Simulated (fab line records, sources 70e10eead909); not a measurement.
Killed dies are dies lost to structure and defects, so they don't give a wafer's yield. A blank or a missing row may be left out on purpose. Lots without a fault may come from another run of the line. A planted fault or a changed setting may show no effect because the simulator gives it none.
Which tool did it? | flow nand_harc | 24 lots, 72 wafers sampled, at 2 steps of a route of 1302

WHAT THE GAUGES READ, wafer by wafer
NHARC_A_SGD_CUT_CD_MEAS_09: target cd 100 nm.
lot  | measured     | on        | cd_nm (nm)
L075 | day 19 04:05 | cd_sem-03 | 100.3 99.9 100.5
L074 | day 19 04:15 | cd_sem-01 | 99.9 99.6 101.3
L077 | day 20 11:13 | cd_sem-02 | 99.9 99.7 99.5
L076 | day 20 11:25 | cd_sem-03 | 100.3 100.9 100.1
L078 | day 20 20:22 | cd_sem-02 | 99.8 98.8 99.6
L081 | day 21 16:49 | cd_sem-03 | 100.0 100.6 99.7
L080 | day 21 17:04 | cd_sem-01 | 100.2 100.9 100.4
L079 | day 21 18:28 | cd_sem-03 | 100.2 99.5 100.3
L082 | day 22 11:42 | cd_sem-01 | 99.8 100.4 100.4
L083 | day 23 12:02 | cd_sem-02 | 99.1 100.2 99.6
L085 | day 23 20:59 | cd_sem-02 | 101.3 100.6 100.3
L084 | day 23 21:09 | cd_sem-01 | 99.3 99.6 98.9
L086 | day 24 00:02 | cd_sem-02 | 99.6 99.7 98.8
L087 | day 25 06:32 | cd_sem-02 | 99.6 100.1 100.0
L088 | day 25 06:57 | cd_sem-03 | 100.2 100.6 98.6
L089 | day 25 14:26 | cd_sem-02 | 99.6 100.0 99.8
L090 | day 25 17:17 | cd_sem-03 | 100.1 99.2 99.9
L091 | day 26 01:22 | cd_sem-03 | 99.7 100.0 100.2
L093 | day 27 07:30 | cd_sem-01 | 99.2 99.9 99.9
L092 | day 27 07:40 | cd_sem-02 | 99.6 99.3 98.7
L094 | day 27 18:38 | cd_sem-02 | 99.2 99.8 99.4
L095 | day 27 19:48 | cd_sem-03 | 100.4 100.2 100.0
L097 | day 28 22:35 | cd_sem-03 | 100.7 100.5 99.8
L096 | day 28 22:45 | cd_sem-01 | 99.1 99.9 99.0

NHARC_A_SGD_CUT_OVL_MEAS_10.
lot  | measured     | on         | overlay_x_nm (nm) | overlay_y_nm (nm)
L075 | day 19 04:11 | overlay-01 | -0.7 -0.4 -1.1    | -0.2 -0.1 0.2
L074 | day 19 04:20 | overlay-02 | 1.1 0.6 1.1       | -0.9 -0.8 -0.7
L077 | day 20 11:19 | overlay-02 | -2.0 -2.2 -2.3    | 0.3 0.8 0.0
L076 | day 20 11:30 | overlay-01 | 0.3 0.7 0.7       | 0.3 0.2 0.2
L078 | day 20 20:27 | overlay-01 | 0.3 -0.3 -0.2     | 0.0 0.0 -0.4
L081 | day 21 16:53 | overlay-01 | 0.8 0.6 1.5       | -1.6 -1.7 -1.5
L080 | day 21 17:10 | overlay-02 | -0.4 -0.1 0.1     | -1.0 -1.0 -0.8
L079 | day 21 18:32 | overlay-01 | 0.5 0.4 0.2       | 0.2 -0.2 -0.1
L082 | day 22 11:47 | overlay-02 | 0.0 -0.1 -0.8     | 0.5 1.2 0.3
L083 | day 23 12:07 | overlay-02 | -0.4 -0.1 -0.2    | -0.5 -0.4 -0.4
L085 | day 23 21:05 | overlay-01 | 1.3 1.1 1.4       | -2.0 -1.8 -1.6
L084 | day 23 21:14 | overlay-02 | -0.3 -0.4 -0.5    | 1.5 1.4 1.0
L086 | day 24 00:07 | overlay-01 | -1.3 -1.1 -0.7    | -0.8 -1.1 -0.7
L087 | day 25 06:38 | overlay-01 | -0.1 -0.3 0.1     | 0.7 0.9 1.3
L088 | day 25 07:02 | overlay-02 | 0.8 -0.1 0.9      | -0.1 -1.1 -0.7
L089 | day 25 14:32 | overlay-02 | 0.4 0.1 0.7       | 0.3 0.8 0.7
L090 | day 25 17:23 | overlay-01 | -0.6 -0.1 -0.6    | 0.5 0.6 1.3
L091 | day 26 01:27 | overlay-01 | -0.3 0.4 0.2      | 0.0 0.1 -0.2
L093 | day 27 07:35 | overlay-02 | 1.4 0.9 0.6       | -0.5 -0.6 -0.2
L092 | day 27 07:45 | overlay-02 | 1.0 1.3 0.6       | -0.4 -0.7 -0.6
L094 | day 27 18:44 | overlay-01 | -0.1 0.6 0.0      | -1.4 -1.3 -1.5
L095 | day 27 19:53 | overlay-02 | 0.4 0.0 0.8       | 1.0 1.1 1.3
L097 | day 28 22:41 | overlay-01 | 0.8 1.1 0.7       | -0.7 -0.3 -0.6
L096 | day 28 22:50 | overlay-02 | -0.2 -1.0 -0.6    | -0.1 0.0 -0.1

WHICH TOOL RAN EACH LOT (tool, then ch and the chambers of the sampled wafers, then the start)
The record holds no process step before these readings.

WHAT THE TOOLS THEMSELVES READ (means of the sampled wafers that have a number; where no wafer has one, the mark that the record gives instead)
The record holds no such reading with a usual standard deviation.

THE ANSWER, worked out from the rows above alone
Rule: what is usual is taken from the lots themselves. Put in order of their means at a reading, lots are off if they are a third of the lots or fewer, leave a main group of 4 or more, and stand apart from it by a gap of 3 or more times the standard deviation of the main group's means; of several such gaps the widest counts. A main group whose means are all the same, to the digits that the tables above print for the reading, isn't used. A lot without any number at a reading at which 4 lots or more have one is off too. The other lots that the step has rows for count as sound. The gauges are gone through in route order, then the tools' own readings, and for those a lot's mean is taken as printed above. The first step at which some lot is off is used, and at that step the reading that is off furthest; a lot without a number counts as furthest.
No lot is off at any reading shown: from this, nothing can be told.

WHAT THE SIMULATOR HAD PUT IN
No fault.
